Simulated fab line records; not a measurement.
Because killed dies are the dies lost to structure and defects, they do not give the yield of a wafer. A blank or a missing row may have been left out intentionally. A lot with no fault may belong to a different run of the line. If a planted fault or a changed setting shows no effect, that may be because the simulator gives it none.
Which tool was responsible? -- flow nand harc -- Sampling: 13 lots, 39 wafers, 5 of 1302 route steps

WHAT THE GAUGES READ, wafer by wafer
NHARC_END_SORT_01.
lot,measured,on,killed at array,killed at other,killed at periphery,killed dies,killed open,killed short
L290,day 27 23:59,prober-01,140 124 142,0 0 0,7 2 4,147 126 146,3 5 2,1 2 0
L292,day 30 12:04,prober-02,127 115 116,0 0 0,3 6 7,130 121 123,3 3 3,4 3 3

WHICH TOOL RAN EACH LOT (tool, then ch and the chambers of the sampled wafers, then the start)
lot,NHARC_A_STAIRCASE_STRIP_296,NHARC_A_BONDPAD_DEP_00,NHARC_A_BONDPAD_PVD_27,NHARC_HYBRID_BOND_ACTIVATE_00
L279,"wet bench-01 ch 2,3,4, day 16 15:20","pecvd-01 ch 0,1,2, day 22 19:49","pvd sputter-01, day 22 23:59 or earlier","rie diel-02 ch 1,2, day 22 23:59"
L280,"wet bench-06 ch 0,4,5, day 17 06:10","pecvd-01 ch 1,2, day 23 09:00","pvd sputter-03, day 23 13:01 or earlier","rie diel-02 ch 0,3, day 23 13:01"
L281,"wet bench-06 ch 0,6,7, day 17 09:54","pecvd-01 ch 0,1, day 23 06:35","pvd sputter-03, day 23 10:40 or earlier","rie diel-02 ch 0,1,3, day 23 10:40"
L282,"wet bench-01 ch 3,6,7, day 17 19:05","pecvd-01 ch 0,1, day 23 21:49","pvd sputter-03, day 24 01:56 or earlier","rie diel-02 ch 1,2, day 24 01:56"
L291,"wet bench-01 ch 0,1,6, day 21 00:41","pecvd-03 ch 0,1,2, day 26 22:08","pvd sputter-02, day 27 02:07 or earlier","rie diel-02 ch 0,1,2, day 27 02:07"
L290,"wet bench-04 ch 0,1,6, day 21 01:37","pecvd-04 ch 0,1,2, day 26 19:37 or earlier","pvd sputter-02, day 26 19:37 or earlier","rie diel-02 ch 0,2,3, day 26 19:37"
L292,"wet bench-04 ch 0,1,7, day 22 11:46","pecvd-04 ch 0,1,2, day 29 11:48 or earlier","pvd sputter-01, day 29 11:48 or earlier","rie diel-04 ch 1,2,3, day 29 11:48"
L294,"wet bench-06 ch 0,1,3, day 22 16:43","pecvd-03 ch 0,1,2, day 29 08:37 or earlier","pvd sputter-01, day 29 08:37 or earlier","rie diel-02 ch 0,2,3, day 29 08:37"
L293,"wet bench-01 ch 1,3,7, day 23 12:53","pecvd-03 ch 0,1,2, day 29 16:49","pvd sputter-03, day 29 20:46 or earlier","rie diel-04 ch 0,1,2, day 29 20:46"
L297,"wet bench-06 ch 1,2,3, day 24 09:34","pecvd-01 ch 0,2, day 30 22:56","pvd sputter-01, day 31 02:58 or earlier","rie diel-02 ch 2,3, day 31 02:58"
L299,"wet bench-01 ch 1,6,7, day 24 21:26","pecvd-04 ch 0,1,2, day 31 04:58","pvd sputter-01, day 31 09:11 or earlier","rie diel-02 ch 0,3, day 31 09:11"
L300,"wet bench-01 ch 1,6,7, day 25 08:18","pecvd-04 ch 0,2, day 31 13:49","pvd sputter-03, day 31 17:50 or earlier","rie diel-12 ch 0,1,2, day 31 17:50"
L302,"wet bench-01 ch 3,4,6, day 26 06:45","pecvd-04 ch 0,2, day 32 11:31","pvd sputter-01, day 32 15:28 or earlier","rie diel-02 ch 0,1, day 32 15:28"
- NHARC_A_STAIRCASE_STRIP_296: strips in SPM, time 900 s.
- NHARC_A_BONDPAD_DEP_00: deposits SiCN, target thk 250 nm.
- NHARC_A_BONDPAD_PVD_27: deposits Cu, target thk 30 nm, time 20.49 s.
- NHARC_HYBRID_BOND_ACTIVATE_00: chemistry N2, time 60 s.

WHAT THE TOOLS THEMSELVES READ (means of the sampled wafers that have a number; where no wafer has one, the mark that the record gives instead)
NHARC_A_STAIRCASE_STRIP_296.
lot,tool,bath guard temp C (C)
L279,wet bench-01,130.0
L280,wet bench-06,130.0
L281,wet bench-06,129.8
L282,wet bench-01,129.9
L291,wet bench-01,129.7
L290,wet bench-04,129.6
L292,wet bench-04,129.7
L294,wet bench-06,130.1
L293,wet bench-01,130.2
L297,wet bench-06,130.0
L299,wet bench-01,130.1
L300,wet bench-01,130.1
L302,wet bench-01,130.1

NHARC_A_BONDPAD_DEP_00.
lot,tool,heater power w (W)
L279,pecvd-01,513
L280,pecvd-01,571
L281,pecvd-01,499
L282,pecvd-01,554
L291,pecvd-03,572
L290,pecvd-04,545
L292,pecvd-04,577
L294,pecvd-03,640
L293,pecvd-03,621
L297,pecvd-01,529
L299,pecvd-04,569
L300,pecvd-04,612
L302,pecvd-04,625

NHARC_A_BONDPAD_PVD_27.
lot,tool,throttle valve pct (%)
L279,pvd sputter-01,29.6
L280,pvd sputter-03,31.0
L281,pvd sputter-03,31.8
L282,pvd sputter-03,31.5
L291,pvd sputter-02,30.7
L290,pvd sputter-02,30.1
L292,pvd sputter-01,29.5
L294,pvd sputter-01,29.0
L293,pvd sputter-03,31.5
L297,pvd sputter-01,29.0
L299,pvd sputter-01,29.9
L300,pvd sputter-03,31.3
L302,pvd sputter-01,29.3

NHARC_HYBRID_BOND_ACTIVATE_00.
lot,tool,drypump motor current A (A),oes product au (a.u.),rf vpp V (V),showerhead plenum p Torr (Torr)
L279,rie diel-02,5.9,1.003,63.9,1.74
L280,rie diel-02,5.7,0.999,64.0,1.79
L281,rie diel-02,5.7,1.007,64.3,1.75
L282,rie diel-02,5.9,1.002,63.8,1.74
L291,rie diel-02,5.7,1.001,64.2,1.74
L290,rie diel-02,5.8,0.997,64.0,1.78
L292,rie diel-04,6.3,1.009,64.8,1.85
L294,rie diel-02,5.8,1.005,63.6,1.78
L293,rie diel-04,6.0,0.993,63.6,1.79
L297,rie diel-02,5.9,1.002,63.5,1.78
L299,rie diel-02,5.6,0.999,64.7,1.78
L300,rie diel-12,5.3,0.995,64.5,1.75
L302,rie diel-02,5.6,0.997,63.4,1.74

THE ANSWER, worked out from the rows above alone
Rule: the usual values come from the lots themselves. The widest of any qualifying gaps counts: lots, ordered by their means at a reading, are off when they make up no more than a third of the lots, leave a main group of 4 or more, and stand apart from it by 3 or more times the standard deviation of that group's means. A main group is skipped when, at the precision printed for the reading in the tables above, its means are all equal. Also off: a lot with no number at a reading for which 4 or more lots have one. All remaining lots with rows at the step are treated as sound. After the gauges, taken in route order, come the tools' own readings; for these a lot's mean is taken, as printed above. At the first step where some lot is off, the reading lying furthest off is the one used; lots without a number count as furthest.
None of the lots is off at any reading shown; this tells nothing.

WHAT THE SIMULATOR HAD PUT IN
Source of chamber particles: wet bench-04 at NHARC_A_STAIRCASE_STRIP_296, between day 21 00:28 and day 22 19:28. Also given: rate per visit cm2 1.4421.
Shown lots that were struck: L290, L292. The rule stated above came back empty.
